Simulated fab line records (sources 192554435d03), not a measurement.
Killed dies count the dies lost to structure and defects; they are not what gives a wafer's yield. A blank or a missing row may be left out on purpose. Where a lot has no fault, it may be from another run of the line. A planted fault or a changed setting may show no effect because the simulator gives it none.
A struck lot beside a sound one -- flow n5-finfet -- 38 steps out of a route of 1938
Sound: these wafers, L340.2, L340.3, L340.6. Struck: wafer L339.4 (L339.5, L339.6, from the same lot, were not struck and are left out); the cause is given at the end.
At each step with rows: each side's tool, then ch and its chambers, then its first start. Under that, the readings that differ: sound wafers -- struck wafers -- difference of the means -- sigmas: that difference in standard deviations of wafers without a fault.
alike: readings whose means differ by less than 2 such deviations, and words and numbers that are the same on both sides. not compared: withheld readings, readings that some wafer has no value for, bounds like >300 that may hide the same value, and numbers for which the record gives no deviation and whose values overlap.
Wherever a step has rows on one side only, a row that says differs or no value, or a row with sigmas, the two part there. When numbers do not overlap yet have no deviation, they are printed without sigmas and do not part them. Lack of a reading on every wafer of one side parts them only where that side has two or more wafers.

first, 9 steps without rows for these wafers: N5_SD_EPI_N_EBR_05; N5_SD_EPI_N_SOFTBAKE_04 (time 60 s); N5_SD_EPI_N_EXPOSE_06 (exposes mask SD N BLK, target cd 120 nm); N5_SD_EPI_N_PEB_07 (peb time 60 s); N5_SD_EPI_N_DEVELOP_08 (develop time 30 s); N5_SD_EPI_N_DESCUM_14 (chemistry O2, time 7.9 s); N5_SD_EPI_N_ETCH_34 (etches SiARC in CF4, target depth 45.5 nm, time 75.8 s); N5_SD_EPI_N_ETCH_35 (etches SOC in N2/H2, overetch 108 nm, time 486 s); N5_SD_EPI_N_STRIP_36 (strips in N2/H2).
N5_SD_EPI_N_ETCHBACK_44: etches SiNx in CH3F/O2, stops on SiO2, target depth 14.5 nm.
  sound on rie-diel-03 ch 0,2, day 6 15:13; struck on rie-diel-02 ch 1, day 6 11:44
reading,sound,struck,difference,sigmas
throttle-valve-pct (%),16.31 16.12 16.31,16.83,+0.58,+3
  alike: O2_flow_sccm, drypump-motor-current-A, oes-product-au, rf-vpp-V, showerhead-plenum-p-Torr
  not compared: rf-hours-counter-h
then, 15 steps without rows for these wafers: N5_SD_EPI_N_ETCH_45 (etches SiOCN in CH3F/O2, target depth 6 nm); N5_SD_EPI_N_ETCH_16 (etches SiO2 in CHF3/O2, target depth 5 nm); N5_SD_EPI_N_STRIP_47 (strips in CHF3/O2); N5_SD_EPI_N_SD_RECESS_17 (chemistry HBr/Cl2/O2, target depth 41 nm, time 23.7 s, bt time 3 s); N5_SD_EPI_N_STRIP_38 (strips in N2/H2); N5_SD_EPI_N_WET_ETCH_43 (etches SiO2 in dHF, time 14 s, target depth 1.5 nm); N5_SD_EPI_N_STRIP_18 (strips in SPM, time 750 s); N5_SD_EPI_N_SRD_20 (time 30 s); N5_SD_EPI_N_PRECLEAN_48 (cleans in NF3:NH3, afs cycles 2, time 20 s, sublimation time 60 s); N5_SD_EPI_N_VAPOR_ETCH_50 (etches Si in HCl, time 54 s); N5_SD_EPI_N_EPI_21 (deposits Si:P, time 690 s); N5_SD_EPI_N_PRECLEAN_24 (cleans in O3/DIW, time 60 s); N5_SD_EPI_N_SRD_25 (time 30 s); N5_SD_EPI_N_PRECLEAN_49 (cleans in NF3:NH3, afs cycles 1, time 20 s, sublimation time 60 s); N5_SD_EPI_N_LINER_46 (material SiNx, target thk 3 nm).
N5_SD_EPI_N_INSPECT_26: inspects for defects (darkfield).
  struck on defect-inspect-02, day 6 15:31; sound on defect-inspect-01, day 6 18:44
reading,sound,struck,difference,sigmas
raw-defect-count,235 201 158,903,+705,+17
then, 8 steps without rows for these wafers: N5_SD_EPI_P_COAT_34 (time 60 s, resist thk 350 nm); N5_SD_EPI_P_COAT_35 (time 60 s, resist thk 35 nm); N5_SD_EPI_P_COAT_03 (resist thk 150 nm); N5_SD_EPI_P_EBR_05; N5_SD_EPI_P_SOFTBAKE_04 (time 60 s); N5_SD_EPI_P_EXPOSE_06 (exposes mask SD P BLK, target cd 240 nm); N5_SD_EPI_P_PEB_07 (peb time 60 s); N5_SD_EPI_P_DEVELOP_08 (develop time 30 s).
N5_SD_EPI_P_INSPECT_11: inspects for defects (macro).
  struck on defect-inspect-01, day 6 15:59; sound on defect-inspect-02, day 6 19:05
reading,sound,struck,difference,sigmas
raw-defect-count,1 6 2,>300,differs,
then, 1 step without rows for these wafers: N5_SD_EPI_P_DESCUM_14 (chemistry O2, time 7.9 s).
N5_SD_EPI_P_INSPECT_26: inspects for defects (darkfield).
  struck on defect-inspect-01, day 6 19:51; sound on defect-inspect-01, day 6 22:50
reading,sound,struck,difference,sigmas
raw-defect-count,193 171 102,893,+738,+20
-- here the record skips 9 days between the struck wafers' starts before and after, leaving off in module SD_EPI_P and picking up in module PASSIVATION (first step shown: number 1936 of the route) --
N5_PASSIVATION_PROBE_49:
  only the struck wafers here have rows in the record (prober-02, day 15 10:22); the sound ones have none

WHERE THEY PART
Earliest at N5_SD_EPI_N_ETCHBACK_44; latest, in this record, at N5_PASSIVATION_PROBE_49.

WHY: whatever the simulator had introduced
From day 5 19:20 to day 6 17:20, rie-diel-02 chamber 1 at N5_SD_EPI_N_ETCHBACK_44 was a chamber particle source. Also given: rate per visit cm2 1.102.
